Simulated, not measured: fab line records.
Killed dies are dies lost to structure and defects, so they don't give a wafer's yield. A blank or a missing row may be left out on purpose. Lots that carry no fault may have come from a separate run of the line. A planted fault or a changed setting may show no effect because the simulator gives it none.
Chamber matching || flow n5 finfet || N5_BEOL_M12_ETCH_68 on rie diel-01 has 4 sister chambers
The step etches SOC in N2/H2, time 285 s. 14 wafers are shown with their chamber, then 6 later ones without.

WAFERS, EACH WITH ITS CHAMBER
{"wafer": "L488.2", "chamber": 0, "showerhead plenum p Torr (Torr)": 2.70, "drypump motor current A (A)": 5.77, "throttle valve pct (%)": 17.54}
{"wafer": "L488.4", "chamber": 0, "showerhead plenum p Torr (Torr)": 2.70, "drypump motor current A (A)": 5.78, "throttle valve pct (%)": 17.53}
{"wafer": "L488.5", "chamber": 3, "showerhead plenum p Torr (Torr)": 2.48, "drypump motor current A (A)": 5.52, "throttle valve pct (%)": 17.56}
{"wafer": "L490.1", "chamber": 3, "showerhead plenum p Torr (Torr)": 2.48, "drypump motor current A (A)": 5.51, "throttle valve pct (%)": 17.55}
{"wafer": "L490.2", "chamber": 1, "showerhead plenum p Torr (Torr)": 2.64, "drypump motor current A (A)": 5.47, "throttle valve pct (%)": 18.02}
{"wafer": "L490.4", "chamber": 0, "showerhead plenum p Torr (Torr)": 2.70, "drypump motor current A (A)": 5.70, "throttle valve pct (%)": 17.55}
{"wafer": "L492.4", "chamber": 0, "showerhead plenum p Torr (Torr)": 2.69, "drypump motor current A (A)": 5.75, "throttle valve pct (%)": 17.55}
{"wafer": "L492.6", "chamber": 1, "showerhead plenum p Torr (Torr)": 2.64, "drypump motor current A (A)": 5.49, "throttle valve pct (%)": 18.04}
{"wafer": "L504.1", "chamber": 1, "showerhead plenum p Torr (Torr)": 2.62, "drypump motor current A (A)": 5.46, "throttle valve pct (%)": 18.08}
{"wafer": "L504.2", "chamber": 3, "showerhead plenum p Torr (Torr)": 2.47, "drypump motor current A (A)": 5.50, "throttle valve pct (%)": 17.63}
{"wafer": "L504.4", "chamber": 0, "showerhead plenum p Torr (Torr)": 2.68, "drypump motor current A (A)": 5.74, "throttle valve pct (%)": 17.61}
{"wafer": "L505.2", "chamber": 2, "showerhead plenum p Torr (Torr)": 2.60, "drypump motor current A (A)": 5.69, "throttle valve pct (%)": 17.89}
{"wafer": "L505.4", "chamber": 3, "showerhead plenum p Torr (Torr)": 2.47, "drypump motor current A (A)": 5.49, "throttle valve pct (%)": 17.63}
{"wafer": "L505.5", "chamber": 1, "showerhead plenum p Torr (Torr)": 2.62, "drypump motor current A (A)": 5.48, "throttle valve pct (%)": 18.09}

SIGNATURES (averages over the wafers above)
{"reading": "showerhead plenum p Torr", "chamber 0": 2.6940, "chamber 1": 2.6300, "chamber 2": 2.6000, "chamber 3": 2.4750, "scatter within a chamber": 0.00906}
{"reading": "drypump motor current A", "chamber 0": 5.7480, "chamber 1": 5.4750, "chamber 2": 5.6900, "chamber 3": 5.5050, "scatter within a chamber": 0.0221}
{"reading": "throttle valve pct", "chamber 0": 17.5560, "chamber 1": 18.0575, "chamber 2": 17.8900, "chamber 3": 17.5925, "scatter within a chamber": 0.0359}
Rule: for each reading, subtract the chamber's mean from the wafer's reading, divide by that reading's scatter and square the result; add these up over the readings and take the root, which gives the wafer's distance from the chamber. If the next closest chamber is less than 2 further off than the closest, the wafer can't be placed; otherwise it belongs to the closest. How the scatter is found: for the shown wafers, subtract from each reading the mean of its chamber, square and add these, divide the total by (wafers less chambers), then take the root.

WAFERS WITH NO CHAMBER GIVEN
{"wafer": "L506.2", "showerhead plenum p Torr (Torr)": 2.68, "drypump motor current A (A)": 5.75, "throttle valve pct (%)": 17.61}
{"wafer": "L506.4", "showerhead plenum p Torr (Torr)": 2.60, "drypump motor current A (A)": 5.66, "throttle valve pct (%)": 17.88}
{"wafer": "L506.6", "showerhead plenum p Torr (Torr)": 2.60, "drypump motor current A (A)": 5.70, "throttle valve pct (%)": 17.88}
{"wafer": "L508.1", "showerhead plenum p Torr (Torr)": 2.62, "drypump motor current A (A)": 5.47, "throttle valve pct (%)": 18.10}
{"wafer": "L508.3", "showerhead plenum p Torr (Torr)": 2.46, "drypump motor current A (A)": 5.50, "throttle valve pct (%)": 17.64}
{"wafer": "L508.6", "showerhead plenum p Torr (Torr)": 2.62, "drypump motor current A (A)": 5.48, "throttle valve pct (%)": 18.09}

EACH ONE'S CHAMBER
{"wafer": "L506.2", "from the rows above": 0, "in truth": 0}
{"wafer": "L506.4", "from the rows above": 2, "in truth": 2}
{"wafer": "L506.6", "from the rows above": 2, "in truth": 2}
{"wafer": "L508.1", "from the rows above": 1, "in truth": 1}
{"wafer": "L508.3", "from the rows above": 3, "in truth": 3}
{"wafer": "L508.6", "from the rows above": 1, "in truth": 1}
Correct placement for 6 of the 6. Can't be placed from these rows: 0. Number placed wrongly: 0.
